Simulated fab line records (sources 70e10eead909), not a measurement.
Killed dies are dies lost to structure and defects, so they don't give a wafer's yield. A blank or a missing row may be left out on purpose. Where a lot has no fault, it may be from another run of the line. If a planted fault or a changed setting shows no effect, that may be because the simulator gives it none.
fab line records | flow nand_harc
record: lots: 14 wafers: 42 last_day: 33
route steps=1302 shown P_BONDPAD@375 A_START@389
lots untouched by any fault: they come from a run of this same line in which no faults occurred
start_h: hours from the record's opening day to when the first of the lot's shown wafers began | wait_h: hours since the lot's step before | " identical to the entry in the row above | L1.1+2: one row covering several wafers at once | - value missing, or start not given | * or withheld: withheld | < > ~ a bound
route shown NAME@n: NAME is a module with steps in the file, n the number in the route of the first one | usual: mean and standard deviation over wafers with no fault | same: alike in all rows | chamber/n: place in a boat | sites: each site's reading | _std_site: how widely they spread, as a standard deviation | _edge_site: outer sites' mean less inner sites' | radius_mm: for every site, how far away it sits from the centre of the wafer | mask NAME#n: copy n | behind: the last tool/chamber to shape the wafer | hold: cause of the lot's hold/its duration in hours/its outcome | device: transistor that didn't switch, given as n, p or np | end of line: at the end of the route, the tests of the same wafers | for a step that has no rows: nothing shown but its recipe | killed: at the first sort, the dies lost to defects and structure; wafer yield is something else | map: a wafer's dies, marking killed ones x, the rest . and places with no die _
set.NAME: the setting the step ran with; set.NAME@STEP: the setting that earlier step ran with | model.NAME: the simulator's own value behind a step, which no gauge read
a sample of lots followed through the steps of the route, with each step as a table and each wafer as a row
services: from which hour (start_h, from the record's first day; less than 0 if before it) a tool's chamber was out of use, for how many hours, and why
== steps ==
step: NHARC_P_BONDPAD_PRE_CLEAN_26
recipe: time_s: 30 temp_c: 280 gas: H2/He
usual: heater_power_w: 392/43
columns lot.wafer tool chamber start_h wait_h heater_power_w
L478.2 pvd_sputter-03 - - - 435
L478.1 " - " " 363
L478.5 " - " " 438
L479.1 pvd_sputter-01 - - - 318
L479.4 " - " " 474
L479.6 " - " " 367
L480.4 pvd_sputter-02 - - - 357
L480.3 " - " " 363
L480.2 " - " " 419
L481.1 pvd_sputter-03 - - - 367
L481.3 " - " " 423
L481.2 " - " " 383
L482.2 pvd_sputter-03 - - - 446
L482.1 " - " " 431
L482.6 " - " " 392
L483.2 pvd_sputter-01 - - - 363
L483.6 " - " " 363
L483.5 " - " " 319
L484.2 pvd_sputter-02 - - - 364
L484.1 " - " " 362
L484.4 " - " " 463
L488.4 pvd_sputter-03 - - - 445
L488.1 " - " " 388
L488.6 " - " " 381
L490.2 pvd_sputter-03 - - - 443
L490.1 " - " " 375
L490.5 " - " " 438
L497.4 pvd_sputter-01 - - - 356
L497.5 " - " " 436
L497.6 " - " " 411
L498.3 pvd_sputter-01 - - - 442
L498.1 " - " " 400
L498.6 " - " " 432
L499.3 pvd_sputter-01 - - - 420
L499.4 " - " " 319
L499.5 " - " " 427
L500.4 pvd_sputter-01 - - - 347
L500.1 " - " " 306
L500.6 " - " " 353
L501.3 pvd_sputter-01 - - - 306
L501.4 " - " " 425
L501.6 " - " " 303
step: NHARC_P_BONDPAD_PVD_27
recipe: target_thk_a: 300 chamber_pressure_pa: 5 power_w: 5000 substrate_temp_c: 30 time_s: 20.49 material: Cu
usual: cathode_dc_power_W: 5000.0/0.87 chamber_pressure_pa: 5.003/0.0094 throttle_valve_pct: 29.6/1.1
columns lot.wafer tool chamber start_h wait_h cathode_dc_power_W chamber_pressure_pa throttle_valve_pct
L478.2 pvd_sputter-03 - 140.51 - 5000.4 4.991 30.9
L478.1 " - " " 4999.9 5.009 30.1
L478.5 " - " " 4999.1 4.996 31.1
L479.1 pvd_sputter-01 - 142.33 - 4999.0 5.014 28.7
L479.4 " - " " 5001.5 4.996 30.9
L479.6 " - " " 5001.0 4.998 27.5
L480.2 pvd_sputter-02 - 156.13 - 4999.9 5.002 29.1
L480.4 " - " " 5000.6 5.009 30.8
L480.3 " - " " 4999.2 5.016 28.8
L481.3 pvd_sputter-03 - 166.17 - 4998.7 4.993 31.3
L481.2 " - " " 4998.3 4.997 30.8
L481.1 " - " " 5001.2 5.012 28.6
L482.2 pvd_sputter-03 - 172.89 - 5000.7 5.002 31.0
L482.1 " - " " 4999.4 5.011 28.6
L482.6 " - " " 4998.1 5.017 30.1
L483.2 pvd_sputter-01 - 188.33 - 5001.0 5.018 28.8
L483.5 " - " " 5000.2 4.996 29.6
L483.6 " - " " 4999.3 5.010 27.8
L484.2 pvd_sputter-02 - 207.02 - 5000.7 5.000 28.3
L484.1 " - " " 5001.1 5.002 29.2
L484.4 " - " " 4999.0 4.990 30.8
L488.4 pvd_sputter-03 - 232.14 - 5000.5 5.006 28.2
L488.1 " - " " 5000.4 5.007 31.8
L488.6 " - " " 4999.1 4.987 29.4
L490.2 pvd_sputter-03 - 257.53 - 5001.0 5.010 28.4
L490.1 " - " " 5001.2 5.006 30.9
L490.5 " - " " 5001.1 5.001 29.4
L497.4 pvd_sputter-01 - 323.46 - - - -
L497.6 " - " " - - -
L497.5 " - " " - - -
L498.1 pvd_sputter-01 - 335.90 - - - -
L498.3 " - " " - - -
L498.6 " - " " - - -
L499.4 pvd_sputter-01 - 339.83 - 5000.2 5.010 29.5
L499.3 " - " " 4999.7 4.989 29.5
L499.5 " - " " 4999.7 5.007 29.7
L500.4 pvd_sputter-01 - 349.80 - 4999.8 5.003 29.4
L500.1 " - " " 5002.2 5.002 27.9
L500.6 " - " " 5000.0 5.011 29.1
L501.4 pvd_sputter-01 - 362.65 - 5000.7 5.002 29.7
L501.3 " - " " 5000.1 4.999 29.1
L501.6 " - " " 4999.5 5.015 30.1
step: NHARC_A_START_INSPECT_01
usual: raw_defect_count: 3.5/1.8
columns lot.wafer tool chamber start_h wait_h raw_defect_count
L478.1 defect_inspect-01 - 142.37 - 3
L478.2 " - " " 5
L478.5 " - " " 4
L479.1 defect_inspect-02 - 144.17 - 3
L479.4 " - " " 4
L479.6 " - " " 3
L480.2 defect_inspect-02 - 158.01 - 2
L480.3 " - " " 0
L480.4 " - " " 3
L481.1 defect_inspect-02 - 168.37 - 5
L481.2 " - " " 4
L481.3 " - " " 4
L482.1 defect_inspect-02 - 174.76 - 4
L482.2 " - " " 4
L482.6 " - " " 4
L483.2 defect_inspect-01 - 190.16 - 2
L483.5 " - " " 5
L483.6 " - " " 2
L484.1 defect_inspect-01 - 209.03 - 2
L484.2 " - " " 6
L484.4 " - " " 5
L488.1 defect_inspect-01 - 234.14 - 4
L488.4 " - " " 2
L488.6 " - " " 3
L490.1 defect_inspect-01 - 259.37 - 3
L490.2 " - " " 5
L490.5 " - " " 3
L499.3 defect_inspect-01 - 341.72 - 2
L499.4 " - " " 1
L499.5 " - " " 3
L500.1 defect_inspect-02 - 351.66 - 4
L500.4 " - " " 4
L500.6 " - " " 3
L501.3 defect_inspect-02 - 364.49 - 3
L501.4 " - " " 3
L501.6 " - " " 1
== services ==
columns tool chamber start_h hours kind
pvd_sputter-01 - 143.24 6.5 repair
pvd_sputter-01 - 173.65 0.8 repair
pvd_sputter-03 - 178.32 10.0 pm
pvd_sputter-01 - 226.00 10.0 pm
pvd_sputter-01 - 241.93 3.8 repair
pvd_sputter-01 - 270.09 2.1 repair
pvd_sputter-02 - 282.00 10.0 pm
pvd_sputter-01 - 295.16 14.6 repair
pvd_sputter-03 - 356.32 10.0 pm
== key ==
first_sign: step: NHARC_P_BONDPAD_PVD_27 reading: tool_record direction: missing
effect none on later readings
met_at NHARC_P_BONDPAD_PVD_27
struck_lots L497,L498
later_rows_left_out L497.4,L497.5,L497.6,L498.1,L498.3,L498.6
sort_left_out L497.4,L497.5,L497.6,L498.1,L498.3,L498.6
not_acting_at NHARC_P_BONDPAD_PRE_CLEAN_26,NHARC_A_START_INSPECT_01
onset_between 188.33 323.46
fault: kind: skipped_step_whole tool: pvd_sputter-01 chamber: - onset_h: 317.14 steps: NHARC_P_BONDPAD_PVD_27 scope: struck_lots_only
sort_left_out: the simulated sort isn't trusted on such a fault, so these wafers' sort isn't shown, and their yield isn't known
later_rows_left_out: the simulator's readings of these wafers behind a module that went badly wrong aren't trusted and aren't shown, but for the sort
